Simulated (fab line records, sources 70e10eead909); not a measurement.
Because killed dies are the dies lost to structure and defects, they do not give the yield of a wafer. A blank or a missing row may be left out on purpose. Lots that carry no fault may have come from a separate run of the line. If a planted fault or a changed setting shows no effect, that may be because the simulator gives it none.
Matching of chambers	flow nand harc	rie diel-09 running NHARC_A_CONTACT_ETCH_91: 4 sister chambers
The step etches the open film in CH3F/O2, target depth 40 nm, time 85.7 s. 33 wafers are shown with their chamber, then 12 later ones without.

## WAFERS, EACH WITH ITS CHAMBER
wafer	chamber	showerhead plenum p Torr (Torr)	drypump motor current A (A)	rf vpp V (V)
L077.1	2	2.28	5.2	241.6
L077.2	1	2.50	5.4	243.3
L077.3	0	2.29	5.3	243.0
L076.2	2	2.28	5.1	242.2
L076.4	3	2.60	6.0	246.7
L076.5	1	2.49	5.4	244.6
L078.4	1	2.49	5.4	244.8
L078.5	2	2.28	5.1	243.0
L078.6	3	2.60	6.0	245.9
L081.3	1	2.49	5.4	244.4
L081.4	2	2.28	5.1	241.0
L081.5	1	2.49	5.4	245.5
L080.1	1	2.49	5.4	244.9
L080.4	0	2.29	5.3	239.9
L080.5	1	2.49	5.4	246.0
L082.4	3	2.60	6.0	246.4
L082.5	0	2.29	5.3	242.4
L082.6	1	2.49	5.4	245.8
L084.3	0	2.29	5.3	241.1
L084.4	1	2.49	5.4	244.1
L084.6	1	2.49	5.4	244.3
L085.1	3	2.60	6.0	247.0
L085.5	3	2.60	6.0	247.1
L085.6	2	2.28	5.1	242.8
L086.1	3	2.60	6.0	245.6
L086.4	0	2.28	5.3	242.5
L086.5	2	2.28	5.2	241.2
L089.1	1	2.49	5.4	246.2
L089.2	3	2.59	6.0	247.2
L089.6	2	2.28	5.2	242.6
L088.1	0	2.28	5.3	241.3
L088.3	1	2.49	5.4	244.7
L088.4	2	2.28	5.1	241.2

SIGNATURES (averages over the wafers above)
reading	chamber 0	chamber 1	chamber 2	chamber 3	scatter within a chamber
showerhead plenum p Torr	2.2867	2.4908	2.2800	2.5986	0.00327
drypump motor current A	5.300	5.400	5.138	6.000	0.0254
rf vpp V	241.700	244.883	241.950	246.557	0.858
Rule: for a wafer and a chamber, the distance is found by dividing, reading by reading, the gap between the wafer's reading and the chamber's mean by the reading's scatter, squaring, summing and taking the root. The wafer belongs to the nearest chamber; if the next one is less than 2 further off, it can't be placed. The scatter: take each reading less its chamber's mean, square it, sum over the shown wafers, divide by the number of wafers less the number of chambers, and take the root.

## WAFERS WHOSE CHAMBER IS MISSING
wafer	showerhead plenum p Torr (Torr)	drypump motor current A (A)	rf vpp V (V)
L091.1	2.28	5.1	241.4
L091.3	2.59	6.0	245.4
L091.4	2.49	5.4	244.7
L092.1	2.27	5.1	241.5
L092.4	2.48	5.4	243.4
L092.6	2.28	5.3	242.4
L094.3	2.27	5.2	241.8
L094.4	2.28	5.3	240.9
L094.5	2.27	5.1	241.5
L095.2	2.27	5.1	241.5
L095.4	2.28	5.3	241.8
L095.6	2.48	5.4	244.1

## EACH ONE'S CHAMBER
wafer	from the rows above	in truth
L091.1	2	2
L091.3	3	3
L091.4	1	1
L092.1	2	2
L092.4	1	1
L092.6	0	0
L094.3	2	2
L094.4	0	0
L094.5	2	2
L095.2	2	2
L095.4	0	0
L095.6	1	1
Placed correctly: 12 of 12. Left unplaced by these rows: 0. Wrongly placed: 0.
